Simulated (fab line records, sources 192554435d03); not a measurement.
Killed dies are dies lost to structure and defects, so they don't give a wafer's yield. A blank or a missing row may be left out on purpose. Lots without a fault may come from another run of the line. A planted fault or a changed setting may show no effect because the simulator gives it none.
Chamber matching | flow n5_finfet | N5_FIN_SAQP_SPACER2_ALD_28 on ald_sin-02: 4 sister chambers
The step deposits SiO2, target thk 8.1 nm, pulse time 1 s, purge time 2 s. 20 wafers are shown with their chamber, then 10 later ones without.

WAFERS WITH THEIR CHAMBER
wafer  | chamber | heater_power_outer_w (W) | heater_power_w (W) | precursor_pulse_height_rel
L074.3 | 2       | 279                      | 490                | 1.001
L074.4 | 3       | 243                      | 435                | 1.036
L074.5 | 3       | 238                      | 428                | 0.989
L075.2 | 2       | 285                      | 479                | 0.989
L075.5 | 3       | 240                      | 415                | 1.025
L075.6 | 2       | 276                      | 496                | 0.960
L076.1 | 2       | 280                      | 480                | 0.990
L076.4 | 3       | 239                      | 420                | 1.007
L076.6 | 0       | 232                      | 430                | 0.975
L077.3 | 3       | 235                      | 415                | 0.988
L077.5 | 0       | 238                      | 426                | 0.995
L077.6 | 3       | 246                      | 419                | 0.994
L079.3 | 1       | 274                      | 478                | 1.009
L079.4 | 0       | 240                      | 417                | 1.003
L079.6 | 2       | 281                      | 482                | 1.005
L083.2 | 2       | 276                      | 495                | 0.982
L083.5 | 2       | 283                      | 483                | 1.010
L083.6 | 3       | 246                      | 417                | 1.012
L087.1 | 2       | 281                      | 493                | 1.020
L087.4 | 1       | 279                      | 491                | 1.024

SIGNATURES (means of the wafers above)
reading                    | chamber 0 | chamber 1 | chamber 2 | chamber 3 | scatter within a chamber
heater_power_outer_w       | 236.67    | 276.50    | 280.12    | 241.00    | 3.71
heater_power_w             | 424.33    | 484.50    | 487.25    | 421.29    | 7.31
precursor_pulse_height_rel | 0.99100   | 1.01650   | 0.99462   | 1.00729   | 0.0177
Rule: a wafer's distance from a chamber is the root of the sum, over the readings, of the square of ((its reading less the chamber's mean) divided by the reading's scatter). The wafer belongs to the nearest chamber; if the next one is less than 2 further off, it can't be placed. The scatter: the root of (the sum of the squares of (reading less its chamber's mean) over the shown wafers, divided by (wafers less chambers)).

WAFERS WITHOUT THEIR CHAMBER
wafer  | heater_power_outer_w (W) | heater_power_w (W) | precursor_pulse_height_rel
L087.5 | 278                      | 484                | 1.020
L090.1 | 273                      | 486                | 1.002
L090.2 | 242                      | 422                | 0.990
L090.5 | 242                      | 416                | 0.960
L091.2 | 287                      | 491                | 1.007
L091.3 | 244                      | 409                | 0.976
L091.6 | 270                      | 478                | 0.987
L097.1 | 274                      | 488                | 0.997
L097.3 | 242                      | 430                | 1.010
L097.5 | 273                      | 478                | 0.978

WHICH CHAMBER EACH WENT THROUGH
wafer  | from the rows above     | in truth
L087.5 | can't be placed: 1 or 2 | 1
L090.1 | can't be placed: 1 or 2 | 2
L090.2 | can't be placed: 3 or 0 | 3
L090.5 | can't be placed: 0 or 3 | 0
L091.2 | can't be placed: 2 or 1 | 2
L091.3 | can't be placed: 3 or 0 | 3
L091.6 | can't be placed: 1 or 2 | 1
L097.1 | can't be placed: 1 or 2 | 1
L097.3 | can't be placed: 3 or 0 | 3
L097.5 | can't be placed: 2 or 1 | 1
Placed correctly: 0 of 10. Can't be placed from these rows: 10 (the true chamber is among the candidates in 10). Placed wrongly: 0.
